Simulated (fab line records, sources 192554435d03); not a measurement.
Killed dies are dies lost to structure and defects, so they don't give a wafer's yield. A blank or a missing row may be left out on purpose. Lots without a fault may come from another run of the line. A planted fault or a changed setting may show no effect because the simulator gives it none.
fab line records | flow n5_finfet
record lots=9 wafers=27 last_day=18
route steps=1938 shown HKMG_FIN@449 GATE_CUT@466 BEOL_M4@1111 PASSIVATION@1936
lots that met no fault: from a run of the same line without faults
start_h: hours from the record's first day to the start of the lot's first wafer shown | wait_h: hours since the lot's step before | " the same as in the row above | L1.1+2: a row that stands for several wafers | - no value, or no start given | * or withheld: withheld | < > ~ a bound
route shown NAME@n: a module of which the file shows steps, and the number in the route of the first | usual: mean/standard deviation of fault-free wafers | same: alike in all rows | chamber/n: place in a boat | sites: the reading at each site | _std_site: their standard deviation | _edge_site: outer sites' mean less inner sites' | radius_mm: how far each site lies from the wafer's centre | mask NAME#n: copy n | behind: the tool/chamber that last shaped the wafer | hold: why the lot was held/for how many hours/how that ended | device: the transistor (n, p or np) that didn't switch | end of line: the same wafers' tests at the end of the route | a step without rows: its recipe alone | killed: dies lost to structure and defects at the first sort, not the wafer's yield | map: a wafer's dies, x killed, . not, _ none there
set.NAME: the setting as run; set.NAME@STEP: as run at that earlier step | model.NAME: the simulator's own value behind a step, which no gauge read
steps of the route over a sample of lots; a table a step, a row a wafer
services: from which hour (start_h, from the record's first day; less than 0 if before it) a tool's chamber was out of use, for how many hours, and why
## steps
# step N5_HKMG_FIN_ALD_71
# recipe material=TiN target_thk_a=10 temp_c=400 ald_precursor_family=TiCl4 ald_co_reactant=NH3 pulse_time_s=1 purge_time_s=3 co_reactant_purge_time_s=2 co_reactant_pulse_time_s=2 ald_cycles=47 pressure_torr=3
# usual heater_power_w=880/97 precursor_pulse_height_rel=1.002/0.019
# columns lot.wafer tool chamber start_h wait_h heater_power_w precursor_pulse_height_rel
L527.2 ald_metal-03 3 85.91 0.0 1054 1.008
L527.3 " 0 " " 727 1.020
L527.5 " 0 " " 734 1.011
L528.1 ald_metal-01 3 88.20 0.0 940 0.996
L528.2 " 1 " " 879 0.966
L528.4 " 1 " " 882 1.018
L533.2 ald_metal-01 0 118.31 0.0 1009 1.003
L533.4 " 1 " " 890 1.016
L533.5 " 2 " " 848 1.035
L536.4 ald_metal-01 3 137.93 0.0 957 1.021
L536.5 " 0 " " 1008 1.007
L536.6 " 3 " " 938 1.011
L537.2 ald_metal-01 2 144.28 0.0 838 1.001
L537.5 " 0 " " 1010 0.991
L537.6 " 1 " " 906 1.027
L538.2 ald_metal-01 0 152.57 0.0 997 1.020
L538.5 " 0 " " 1008 0.969
L538.6 " 1 " " 890 1.007
L543.2 ald_metal-01 1 179.61 0.0 900 0.986
L543.3 " 0 " " 1008 0.999
L543.6 " 2 " " 869 1.033
L545.2 ald_metal-02 1 193.46 0.0 728 1.014
L545.3 " 2 " " 850 1.045
L545.4 " 0 " " 817 1.023
L546.2 ald_metal-03 0 199.80 0.0 720 1.018
L546.3 " 1 " " 798 1.007
L546.4 " 3 " " 1056 0.957
# step N5_HKMG_FIN_INSPECT_28
# recipe inspect_instrument=darkfield mode=post_cmp
# usual raw_defect_count=41/15
# columns lot.wafer tool chamber start_h wait_h raw_defect_count
L527.2 defect_inspect-01 - 88.24 0.0 29
L527.3 " - " " 60
L527.5 " - " " 44
L528.1 defect_inspect-01 - 90.63 0.0 29
L528.2 " - " " 20
L528.4 " - " " 33
L533.2 defect_inspect-02 - 120.63 0.0 70
L533.4 " - " " 72
L533.5 " - " " 66
L536.4 defect_inspect-02 - 140.32 0.0 111
L536.5 " - " " 41
L536.6 " - " " 67
L537.2 defect_inspect-01 - 146.69 0.0 50
L537.5 " - " " 32
L537.6 " - " " 47
L538.2 defect_inspect-01 - 155.58 0.0 18
L538.5 " - " " 22
L538.6 " - " " 35
L543.2 defect_inspect-01 - 182.02 0.0 29
L543.3 " - " " 42
L543.6 " - " " 37
L545.2 defect_inspect-02 - 195.92 0.0 41
L545.3 " - " " 47
L545.4 " - " " 79
L546.2 defect_inspect-02 - 202.16 0.0 39
L546.3 " - " " 30
L546.4 " - " " 40
# step N5_GATE_CUT_ETCH_56
# recipe chemistry=Cl2/Ar target=TiN target_depth_a=216 pressure_mtorr=10 icp_w=600 bias_w=60 Cl2_flow_sccm=40 Ar_flow_sccm=60
# usual drypump_motor_current_A=5.9/0.31 mfc_ar_sccm=59.96/0.18 mfc_cl2_sccm=40.02/0.13 oes_product_au=0.78/0.09 throttle_valve_pct=20.79/0.21
# columns lot.wafer tool chamber start_h wait_h drypump_motor_current_A mfc_ar_sccm mfc_cl2_sccm oes_product_au rf_hours_counter_h throttle_valve_pct
L527.2 rie_metal-03 0 88.40 0.1 6.0 60.02 39.91 0.64 119 21.02
L527.3 " 1 " " 5.8 59.99 39.90 0.60 - 20.90
L527.5 " 1 " " 5.8 59.86 39.83 0.60 - 20.90
L528.1 rie_metal-02 1 90.79 0.1 5.6 59.84 40.23 0.72 65 20.81
L528.2 " 0 " " 5.9 60.10 39.90 0.83 22 20.61
L528.4 " 0 " " 5.9 59.87 39.95 0.84 - 20.60
L533.2 rie_metal-02 1 120.78 0.1 5.6 59.97 39.96 0.72 67 20.80
L533.4 " 0 " " 6.0 60.08 40.00 0.83 - 20.60
L533.5 " 1 " " 5.6 60.02 40.17 0.72 - 20.81
L536.4 rie_metal-02 0 140.50 0.1 5.9 59.84 40.06 0.82 - 20.59
L536.5 " 0 " " 5.9 59.81 39.74 0.82 - 20.61
L536.6 " 1 " " 5.6 59.76 56.90 0.74 - 22.82
L537.2 rie_metal-02 1 146.85 0.1 5.6 59.89 56.83 0.74 70 22.81
L537.5 " 1 " " 5.6 59.85 56.78 0.74 - 22.81
L537.6 " 0 " " 6.0 60.02 40.10 0.83 - 20.60
L538.2 rie_metal-03 0 155.73 0.1 6.0 59.93 40.08 0.63 127 21.04
L538.5 " 1 " " 5.9 59.81 40.03 0.92 - 20.53
L538.6 " 0 " " 6.0 60.16 40.15 0.62 - 21.05
L543.2 rie_metal-01 1 182.18 0.1 6.6 59.55 39.87 0.83 20 20.83
L543.3 " 1 " " 6.6 59.56 40.11 0.84 - 20.82
L543.6 " 0 " " 5.5 60.14 40.17 0.80 - 21.17
L545.2 rie_metal-01 0 196.07 0.1 5.5 59.97 39.80 0.80 41 21.17
L545.3 " 0 " " 5.5 60.16 40.01 0.79 - 21.17
L545.4 " 1 " " 6.7 59.88 39.96 0.83 - 20.82
L546.2 rie_metal-01 1 202.31 0.1 6.6 60.09 40.08 0.82 22 20.84
L546.3 " 1 " " 6.6 59.86 39.93 0.83 - 20.81
L546.4 " 0 " " 5.5 60.10 40.07 0.79 - 21.18
# step N5_GATE_CUT_ETCH_58
# recipe chemistry=CH3F/O2 target=SiNx target_depth_a=170 time_s=128.6 ion_energy_ev=50 pressure_mtorr=30 source_w=415 bias_w=21 Ar_flow_sccm=150 CH3F_flow_sccm=30 O2_flow_sccm=20
# usual drypump_motor_current_A=5.82/0.27 mfc_ar_sccm=150.0/0.45 oes_product_au=0.77/0.085 rf_vpp_V=99.2/0.84 showerhead_plenum_p_Torr=2.02/0.065 throttle_valve_pct=16.40/0.25
# columns lot.wafer tool chamber start_h wait_h drypump_motor_current_A mfc_ar_sccm oes_product_au rf_hours_counter_h rf_vpp_V showerhead_plenum_p_Torr throttle_valve_pct
L527.2 rie_diel-01 3 88.57 0.0 5.55 150.2 0.73 159 100.0 2.00 16.12
L527.3 " 0 " " 5.63 149.4 0.98 13 98.4 2.04 15.90
L527.5 " 1 " " 6.16 150.9 0.75 - 100.2 2.09 16.74
L528.1 rie_diel-02 3 90.96 0.0 5.81 150.7 0.72 207 99.9 2.07 16.58
L528.2 " 2 " " 5.45 150.4 0.73 163 99.7 2.10 16.57
L528.4 " 1 " " 6.32 149.6 0.76 136 99.0 2.10 16.28
L533.2 rie_diel-02 0 120.96 0.0 5.83 150.2 0.73 158 99.1 1.90 16.34
L533.4 " 3 " " 5.80 150.1 0.72 216 99.0 2.06 16.59
L533.5 " 3 " " 5.79 150.2 0.73 - 99.9 2.06 16.61
L536.4 rie_diel-02 3 140.65 0.0 5.82 150.1 0.72 223 98.8 2.06 16.60
L536.5 " 3 " " 5.82 150.5 0.72 - 98.3 2.06 16.63
L536.6 " 2 " " 5.45 150.0 0.73 - 99.3 2.09 16.59
L537.2 rie_diel-02 0 147.03 0.0 5.84 149.7 0.72 167 99.4 1.90 16.37
L537.5 " 0 " " 5.85 149.5 0.72 - 99.1 1.90 16.35
L537.6 " 2 " " 5.45 150.4 0.73 - 100.3 2.09 16.61
L538.2 rie_diel-01 1 155.90 0.0 6.24 150.2 0.74 171 98.5 2.08 16.79
L538.5 " 1 " " 6.21 149.9 0.73 - 99.7 2.08 16.77
L538.6 " 2 " " 5.61 150.2 0.94 - 99.2 1.95 16.16
L543.2 rie_diel-01 1 182.35 0.0 6.24 150.3 0.73 180 100.1 2.08 16.80
L543.3 " 0 " " 5.64 149.8 0.89 43 98.5 2.03 15.98
L543.6 " 3 " " 5.54 150.5 0.71 - 99.2 1.99 16.19
L545.2 rie_diel-06 2 196.25 0.0 5.98 149.8 0.73 176 99.8 1.99 16.32
L545.3 " 0 " " 5.87 149.0 0.88 26 98.3 1.96 16.13
L545.4 " 3 " " 5.87 149.9 0.94 8 98.8 1.96 16.39
L546.2 rie_diel-06 0 202.49 0.0 5.87 149.4 0.89 28 98.5 1.96 16.13
L546.3 " 1 " " 5.73 149.9 0.69 220 99.8 2.06 16.56
L546.4 " 3 " " 5.89 149.7 0.93 10 98.4 1.96 16.38
# step N5_BEOL_M4_RC_MEAS_101
# usual DIBL_N=35.3/1.8 DIBL_P=35.2/2.2 IOFF_N=0.144/0.029 IOFF_P=0.19/0.031 ION_N=670/12 ION_P=460/7.6 SS_N=71.2/0.62 SS_P=73.0/0.69 VT_N=251/3.4 VT_P=-251.4/2.6
# columns lot.wafer tool chamber start_h wait_h DIBL_N[mV/V] DIBL_P[mV/V] IOFF_N[nA/um] IOFF_P[nA/um] ION_N[uA/um] ION_P[uA/um] SS_N[mV/dec] SS_P[mV/dec] VT_N[mV] VT_P[mV]
L527.2 prober-02 0 192.42 0.2 33.2 33.2 0.121 0.16 657 446 70.9 72.7 254 -255.4
L527.3 " 0 " " 33.8 34.6 0.138 0.19 688 471 70.9 72.6 250 -251.3
L527.5 " 0 " " 34.2 34.7 0.134 0.19 659 456 70.6 73.1 251 -249.5
L528.1 prober-02 0 210.52 0.0 35.0 35.5 0.112 0.16 661 460 70.7 72.4 258 -253.7
L528.2 " 0 " " 35.8 36.9 0.119 0.17 655 456 71.5 73.4 256 -254.2
L528.4 " 0 " " 33.7 34.3 0.097 0.14 664 455 70.7 71.6 257 -258.8
L533.2 prober-02 0 237.39 0.2 35.3 35.4 0.144 0.20 670 469 71.5 73.3 250 -250.0
L533.4 " 0 " " 33.4 32.8 0.116 0.16 660 461 70.9 72.2 254 -254.0
L533.5 " 0 " " 33.2 33.2 0.124 0.18 668 460 70.3 72.4 249 -250.6
L536.4 prober-01 0 245.55 0.5 34.7 33.6 0.141 0.17 678 466 70.9 72.3 249 -251.2
L536.5 " 0 " " 34.1 32.5 0.115 0.15 661 458 70.4 71.8 253 -253.0
L536.6 " 0 " " 33.8 33.2 0.123 0.15 680 466 70.3 72.3 252 -252.5
L537.2 prober-02 0 245.73 0.2 36.4 34.6 0.139 0.20 660 456 70.8 72.9 252 -251.3
L537.5 " 0 " " 37.2 36.3 0.151 0.22 668 464 71.5 73.7 251 -249.3
L537.6 " 0 " " 35.8 34.6 0.131 0.19 674 464 71.6 72.4 252 -250.5
L538.2 prober-02 0 265.96 0.2 34.2 32.6 0.123 0.18 656 451 71.4 72.7 254 -250.7
L538.5 " 0 " " 34.5 33.0 0.135 0.18 654 447 71.1 73.1 252 -251.3
L538.6 " 0 " " 33.9 33.0 0.123 0.18 656 451 71.0 72.3 255 -251.9
L543.2 prober-01 0 281.12 0.2 35.2 37.0 0.166 0.22 679 457 72.0 74.0 247 -252.0
L543.3 " 0 " " 33.5 35.2 0.137 0.18 678 461 70.9 72.5 252 -254.6
L543.6 " 0 " " 33.7 36.4 0.148 0.20 678 467 70.8 73.4 249 -253.4
L546.2 prober-02 0 309.54 0.2 34.2 33.7 0.142 0.19 685 470 70.9 72.5 250 -249.0
L546.3 " 0 " " 32.6 31.2 0.108 0.16 667 460 71.0 72.6 253 -253.1
L546.4 " 0 " " 33.4 32.4 0.120 0.18 684 474 70.9 72.9 254 -249.8
L545.2 prober-01 0 315.85 0.5 35.2 35.2 0.151 0.20 655 453 72.2 73.2 251 -252.5
L545.3 " 0 " " 36.2 36.5 0.167 0.22 669 463 72.6 73.1 248 -248.8
L545.4 " 0 " " 37.1 38.4 0.194 0.26 677 463 71.3 73.8 246 -247.0
# step N5_PASSIVATION_PROBE_49
# usual defect_limited_yield=91.0/1.4 killed_at_M0_to_M3=36/10 killed_at_M4_up=15/5 killed_at_contacts=12/6.1 killed_at_front_end=40/13 killed_at_other=3.8/2.9 killed_dies=106/16 killed_open=68/12 killed_short=35/8.2 sort_bin_5_function=5.2/0.9 sort_bin_6_memory=3.4/0.71 sort_n_pass=1073/17 sort_yield_pct=91.0/1.5
# same gross_dies=1180 killed_at_back_side=0 sort_bin_4_leakage[%]=0 sort_bin_8_speed[%]=0
# columns lot.wafer tool chamber start_h wait_h defect_limited_yield[%] killed_at_M0_to_M3 killed_at_M4_up killed_at_contacts killed_at_front_end killed_at_other killed_dies killed_open killed_short sort_bin_5_function[%] sort_bin_6_memory[%] sort_n_pass sort_yield_pct[%]
L527.2 prober-02 - 296.92 0.1 91.3 24 13 18 45 3 103 77 23 5.3 3.4 1077 91.3
L527.3 prober-02 - 296.97 0.1 88.1 35 10 17 75 3 140 91 47 7.1 4.5 1040 88.1
L527.5 prober-02 - 297.07 0.2 88.9 37 19 17 58 0 131 99 30 6.4 4.1 1049 88.9
L528.1 prober-02 - 330.79 0.0 91.4 32 12 4 44 9 101 59 37 4.8 3.3 1079 91.4
L528.2 prober-02 - 330.84 0.1 93.6 39 10 3 20 4 76 50 23 3.6 2.6 1104 93.6
L528.4 prober-02 - 330.94 0.2 90.3 46 7 4 47 10 114 69 44 5.4 3.7 1066 90.3
L533.2 prober-02 - 363.11 0.1 92.3 29 21 13 25 3 91 68 21 4.2 3.2 1089 92.3
L533.4 prober-02 - 363.21 0.2 89.9 35 25 12 44 3 119 76 41 5.8 3.7 1061 89.9
L533.5 prober-02 - 363.26 0.2 90.5 34 27 16 33 2 112 80 32 5.6 3.7 1068 90.5
L536.4 prober-02 - 364.57 0.2 93.1 34 7 14 25 1 81 53 27 4.7 1.9 1099 93.1
L536.5 prober-02 - 364.62 0.2 92.3 30 22 13 22 4 91 62 27 4.7 2.7 1089 92.3
L536.6 prober-02 - 364.67 0.3 90.9 44 15 18 28 2 107 69 38 4.7 3.7 1073 90.9
L537.2 prober-02 - 376.82 0.1 93.7 30 6 12 24 2 74 49 23 4.2 1.9 1106 93.7
L537.5 prober-02 - 376.97 0.2 90.1 40 22 18 35 2 117 68 46 5.5 3.9 1063 90.1
L537.6 prober-02 - 377.02 0.3 91.3 53 14 4 32 0 103 62 38 5.5 2.6 1077 91.3
L543.2 prober-01 - 391.52 0.1 91.9 34 13 9 35 5 96 57 35 4.7 2.8 1084 91.9
L543.3 prober-01 - 391.57 0.1 92.3 46 17 9 16 3 91 66 25 4.9 2.5 1089 92.3
L543.6 prober-01 - 391.72 0.3 90.8 36 23 7 40 3 109 74 31 5.4 3.4 1071 90.8
L538.2 prober-02 - 391.68 0.1 90.6 50 24 7 27 3 111 74 34 5.4 3.8 1069 90.6
L538.5 prober-02 - 391.83 0.2 90.6 67 13 2 27 2 111 69 39 5.5 3.7 1069 90.6
L538.6 prober-02 - 391.88 0.3 90.8 38 17 13 36 5 109 75 27 4.5 4.2 1071 90.8
L546.2 prober-02 - 422.36 0.1 91.4 32 18 23 28 1 102 71 27 5.4 2.8 1078 91.4
L546.3 prober-02 - 422.41 0.1 92.8 24 8 17 36 0 85 53 29 4.3 2.4 1095 92.8
L546.4 prober-02 - 422.46 0.2 92.6 22 8 8 47 2 87 48 33 4.2 2.6 1093 92.6
L545.2 prober-02 - 429.02 0.1 88.8 44 10 12 64 2 132 81 43 6.0 4.3 1048 88.8
L545.3 prober-02 - 429.07 0.1 91.0 35 19 4 45 3 106 60 43 5.2 3.6 1074 91.0
L545.4 prober-02 - 429.12 0.2 90.3 33 15 18 36 13 115 79 32 5.5 3.6 1065 90.3
# killed by level:class
L527.2 MOL_CONTACT_COAG:geometric_particle:open=17 STI_FIN_REVEAL:geometric_particle:open=15 FIN_SAQP:geometric_particle:open=9 FIN_SAQP:geometric_particle:short=6 BEOL_M3:geometric_particle:open=6 GATE_CUT:geometric_particle:open=5 BEOL_M2:geometric_particle:open=5 BEOL_M4:geometric_particle:open=5
L527.3 STI_FIN_REVEAL:geometric_particle:open=27 FIN_SAQP:geometric_particle:open=18 MOL_CONTACT_COAG:geometric_particle:open=11 GATE_CUT:geometric_particle:short=10 BEOL_M0_SAQP:geometric_particle:short=8 FIN_SAQP:geometric_particle:short=7 BEOL_M3:geometric_particle:open=6 STI_FIN_REVEAL:geometric_particle:short=5
L527.5 STI_FIN_REVEAL:geometric_particle:open=19 FIN_SAQP:geometric_particle:open=18 MOL_CONTACT_COAG:geometric_particle:open=12 BEOL_M0_SAQP:geometric_particle:open=8 BEOL_M3:geometric_particle:open=8 BEOL_M2:geometric_particle:open=6 BEOL_M0:geometric_particle:open=6 BEOL_M4:geometric_particle:open=6
L528.1 STI_FIN_REVEAL:geometric_particle:open=10 STARTING-WAFER:geometric_particle:open=8 BEOL_M3:geometric_particle:open=7 BEOL_M0_SAQP:geometric_particle:open=6 BEOL_M0_SAQP:geometric_particle:short=5 BEOL_M5:geometric_particle:open=5 HKMG_FIN:area_etch=5 STI_FIN_REVEAL:geometric_particle:short=4
L528.2 BEOL_M1:geometric_particle:open=14 BEOL_M0_SAQP:geometric_particle:open=7 BEOL_M0_SAQP:geometric_particle:short=7 STI_FIN_REVEAL:geometric_particle:open=5 BEOL_M2:geometric_particle:open=4 DUMMY_GATE:geometric_particle:open=3 MOL_CONTACT_COAG:geometric_particle:open=3 BEOL_M5:geometric_particle:open=3
L528.4 FIN_SAQP:geometric_particle:short=15 BEOL_M0_SAQP:geometric_particle:open=14 BEOL_M0_SAQP:geometric_particle:short=10 STI_FIN_REVEAL:geometric_particle:open=9 BEOL_M1:geometric_particle:open=9 BEOL_M2:geometric_particle:open=8 FIN_SAQP:geometric_particle:open=6 DUMMY_GATE:geometric_particle:open=3
L533.2 MOL_CONTACT_COAG:geometric_particle:open=11 BEOL_M4:geometric_particle:open=11 BEOL_M3:geometric_particle:open=8 BEOL_M2:geometric_particle:open=6 BEOL_M5:geometric_particle:open=5 FIN_SAQP:geometric_particle:open=4 STI_FIN_REVEAL:geometric_particle:open=4 GATE_CUT:geometric_particle:short=4
L533.4 BEOL_M4:geometric_particle:open=15 STI_FIN_REVEAL:geometric_particle:open=12 BEOL_M0_SAQP:geometric_particle:short=12 MOL_CONTACT_COAG:geometric_particle:open=10 BEOL_M0_SAQP:geometric_particle:open=8 FIN_SAQP:geometric_particle:short=6 BEOL_M3:geometric_particle:open=5 FIN_SAQP:geometric_particle:open=4
L533.5 MOL_CONTACT_COAG:geometric_particle:open=15 BEOL_M1:geometric_particle:open=9 BEOL_M4:geometric_particle:open=9 BEOL_M3:geometric_particle:open=7 FIN_SAQP:geometric_particle:short=6 FIN_SAQP:geometric_particle:open=6 GATE_CUT:geometric_particle:short=6 BEOL_M0_SAQP:geometric_particle:open=6
L536.4 MOL_CONTACT_COAG:geometric_particle:open=10 BEOL_M2:geometric_particle:open=9 BEOL_M0_SAQP:geometric_particle:open=7 FIN_SAQP:geometric_particle:short=6 BEOL_M0_SAQP:geometric_particle:short=6 BEOL_M1:geometric_particle:open=5 FIN_SAQP:geometric_particle:open=4 MOL_CONTACT_COAG:geometric_particle:short=4
L536.5 MOL_CONTACT_COAG:geometric_particle:open=9 STI_FIN_REVEAL:geometric_particle:open=7 BEOL_M0_SAQP:geometric_particle:short=7 BEOL_M1:geometric_particle:open=7 BEOL_M4:geometric_particle:open=7 BEOL_M0_SAQP:geometric_particle:open=5 BEOL_M2:geometric_particle:open=5 MOL_CONTACT_COAG:geometric_particle:short=4
L536.6 MOL_CONTACT_COAG:geometric_particle:open=15 BEOL_M1:geometric_particle:open=9 BEOL_M2:geometric_particle:open=9 BEOL_M4:geometric_particle:open=9 STI_FIN_REVEAL:geometric_particle:open=8 FIN_SAQP:geometric_particle:short=7 BEOL_M3:geometric_particle:short=6 BEOL_M0_SAQP:geometric_particle:open=5
L537.2 BEOL_M0_SAQP:geometric_particle:open=13 MOL_CONTACT_COAG:geometric_particle:open=11 BEOL_M0_SAQP:geometric_particle:short=8 DUMMY_GATE:geometric_particle:open=5 GATE_CUT:geometric_particle:short=4 BEOL_M4:geometric_particle:open=4 STI_FIN_REVEAL:geometric_particle:open=3 BEOL_M3:geometric_particle:open=3
L537.5 BEOL_M0_SAQP:geometric_particle:open=14 MOL_CONTACT_COAG:geometric_particle:open=13 BEOL_M0_SAQP:geometric_particle:short=12 BEOL_M5:geometric_particle:open=10 GATE_CUT:geometric_particle:short=8 BEOL_M3:geometric_particle:open=7 BEOL_M5:geometric_particle:short=6 FIN_SAQP:geometric_particle:short=5
L537.6 BEOL_M0_SAQP:geometric_particle:short=15 BEOL_M3:geometric_particle:open=15 BEOL_M0_SAQP:geometric_particle:open=12 GATE_CUT:geometric_particle:short=9 STI_FIN_REVEAL:geometric_particle:open=6 FIN_SAQP:geometric_particle:open=4 BEOL_M2:geometric_particle:open=4 GATE_CUT:geometric_particle:open=3
L543.2 FIN_SAQP:geometric_particle:open=10 BEOL_M0_SAQP:geometric_particle:short=10 FIN_SAQP:geometric_particle:short=9 MOL_CONTACT_COAG:geometric_particle:open=8 BEOL_M0_SAQP:geometric_particle:open=7 BEOL_M3:geometric_particle:open=7 BEOL_M1:geometric_particle:short=4 BEOL_M2:geometric_particle:open=4
L543.3 BEOL_M3:geometric_particle:open=16 BEOL_M0_SAQP:geometric_particle:open=10 BEOL_M2:geometric_particle:open=8 MOL_CONTACT_COAG:geometric_particle:open=7 BEOL_M0_SAQP:geometric_particle:short=7 FIN_SAQP:geometric_particle:short=5 BEOL_M4:geometric_particle:open=5 FIN_CUT:geometric_particle:open=3
L538.2 BEOL_M1:geometric_particle:open=13 BEOL_M0_SAQP:geometric_particle:open=10 BEOL_M0_SAQP:geometric_particle:short=9 BEOL_M4:geometric_particle:open=6 MOL_CONTACT_COAG:geometric_particle:open=6 BEOL_M2:geometric_particle:open=6 FIN_SAQP:geometric_particle:open=4 STI_FIN_REVEAL:geometric_particle:open=4
L543.6 FIN_SAQP:geometric_particle:short=14 FIN_SAQP:geometric_particle:open=10 STI_FIN_REVEAL:geometric_particle:open=8 BEOL_M0_SAQP:geometric_particle:open=7 BEOL_M0_SAQP:geometric_particle:short=7 BEOL_M3:geometric_particle:open=7 BEOL_M4:geometric_particle:open=7 MOL_CONTACT_COAG:geometric_particle:open=6
L538.5 BEOL_M0_SAQP:geometric_particle:open=15 BEOL_M0_SAQP:geometric_particle:short=14 BEOL_M1:geometric_particle:open=14 STI_FIN_REVEAL:geometric_particle:open=12 BEOL_M1:geometric_particle:short=7 BEOL_M3:geometric_particle:open=5 GATE_CUT:geometric_particle:open=4 BEOL_M2:geometric_particle:open=4
L538.6 STI_FIN_REVEAL:geometric_particle:open=14 BEOL_M0_SAQP:geometric_particle:open=12 MOL_CONTACT_COAG:geometric_particle:open=10 BEOL_M2:geometric_particle:open=8 BEOL_M0_SAQP:geometric_particle:short=6 BEOL_M4:geometric_particle:open=6 HKMG_FIN:area_etch=6 BEOL_M3:geometric_particle:open=5
L546.2 MOL_CONTACT_COAG:geometric_particle:open=15 BEOL_M4:geometric_particle:open=12 FIN_SAQP:geometric_particle:open=9 MOL_CONTACT_COAG:geometric_particle:short=8 STI_FIN_REVEAL:geometric_particle:open=6 BEOL_M2:geometric_particle:open=6 BEOL_M0_SAQP:geometric_particle:short=6 BEOL_M1:geometric_particle:open=6
L546.3 MOL_CONTACT_COAG:geometric_particle:open=13 STI_FIN_REVEAL:geometric_particle:open=8 FIN_SAQP:geometric_particle:open=6 FIN_SAQP:geometric_particle:short=6 DUMMY_GATE:geometric_particle:open=6 BEOL_M1:geometric_particle:short=5 BEOL_M2:geometric_particle:open=4 MOL_CONTACT_COAG:geometric_particle:short=3
L546.4 STI_FIN_REVEAL:geometric_particle:open=17 FIN_SAQP:geometric_particle:open=7 BEOL_M0_SAQP:geometric_particle:short=7 STI_FIN_REVEAL:geometric_particle:short=5 MOL_CONTACT_COAG:geometric_particle:open=5 HKMG_FIN:area_etch=5 FIN_SAQP:geometric_particle:short=4 BEOL_M1:geometric_particle:open=4
L545.2 STI_FIN_REVEAL:geometric_particle:open=23 BEOL_M0_SAQP:geometric_particle:short=12 BEOL_M2:geometric_particle:open=10 BEOL_M0_SAQP:geometric_particle:open=9 MOL_CONTACT_COAG:geometric_particle:short=7 FIN_SAQP:geometric_particle:open=6 HKMG_FIN:area_etch=6 FIN_SAQP:geometric_particle:short=5
L545.3 STI_FIN_REVEAL:geometric_particle:open=16 BEOL_M0_SAQP:geometric_particle:short=13 FIN_SAQP:geometric_particle:short=12 BEOL_M0_SAQP:geometric_particle:open=9 FIN_SAQP:geometric_particle:open=6 MOL_CONTACT_COAG:geometric_particle:open=4 BEOL_M2:geometric_particle:open=4 BEOL_M4:geometric_particle:open=3
L545.4 STI_FIN_REVEAL:geometric_particle:open=14 BEOL_M2:geometric_particle:open=14 MOL_CONTACT_COAG:geometric_particle:open=12 BEOL_M4:geometric_particle:open=11 BEOL_M0_SAQP:geometric_particle:open=7 GATE_CUT:geometric_particle:short=7 MOL_CONTACT_COAG:geometric_particle:short=6 BEOL_M0_SAQP:geometric_particle:short=5
## services
# columns tool chamber start_h hours kind
rie_diel-02 - 66.97 0.4 repair
ald_metal-01 0 68.54 26.6 repair
rie_diel-06 0 73.05 1.6 repair
rie_metal-03 - 73.29 0.4 repair
rie_diel-01 1 80.56 2.8 repair
rie_diel-06 3 89.40 2.9 repair
rie_diel-01 1 108.62 3.8 repair
rie_diel-06 1 109.79 12.2 repair
ald_metal-03 3 111.82 10.4 repair
ald_metal-03 0 116.14 6.9 repair
ald_metal-01 - 124.01 0.6 repair
ald_metal-01 - 125.38 2.8 pm
rie_diel-02 - 137.37 2.8 pm
rie_diel-02 3 140.90 6.3 repair
rie_metal-02 - 142.37 4.3 pm
rie_metal-02 1 154.91 5.4 repair
rie_metal-01 - 156.65 15.6 pm
rie_diel-02 - 174.85 0.5 repair
rie_diel-01 2 175.04 8.4 repair
rie_diel-02 1 176.31 7.1 repair
rie_diel-02 0 177.64 1.8 repair
rie_metal-02 - 192.13 0.8 repair
rie_diel-01 2 193.75 29.0 repair
rie_metal-02 - 196.48 1.2 repair
## key
first_sign step=N5_GATE_CUT_ETCH_56 reading=mfc_cl2_sccm direction=up sigmas=99+ usual=40.02 struck=56.84
effect step=N5_GATE_CUT_ETCH_56 reading=throttle_valve_pct direction=up sigmas=9.7 usual=* struck=*
met_at N5_GATE_CUT_ETCH_56
struck_lots L536,L537
struck_wafers L536.6,L537.2,L537.5
not_acting_at N5_HKMG_FIN_ALD_71,N5_HKMG_FIN_INSPECT_28,N5_GATE_CUT_ETCH_58
onset_between 120.78 140.50
fault kind=process_parameter_drift tool=rie_metal-02 chamber=1 onset_h=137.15 steps=N5_GATE_CUT_ETCH_56 channel=Cl2_flow_sccm offset=16.895 shape=step end_h=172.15 acts_in=these_recipes_only stated=40
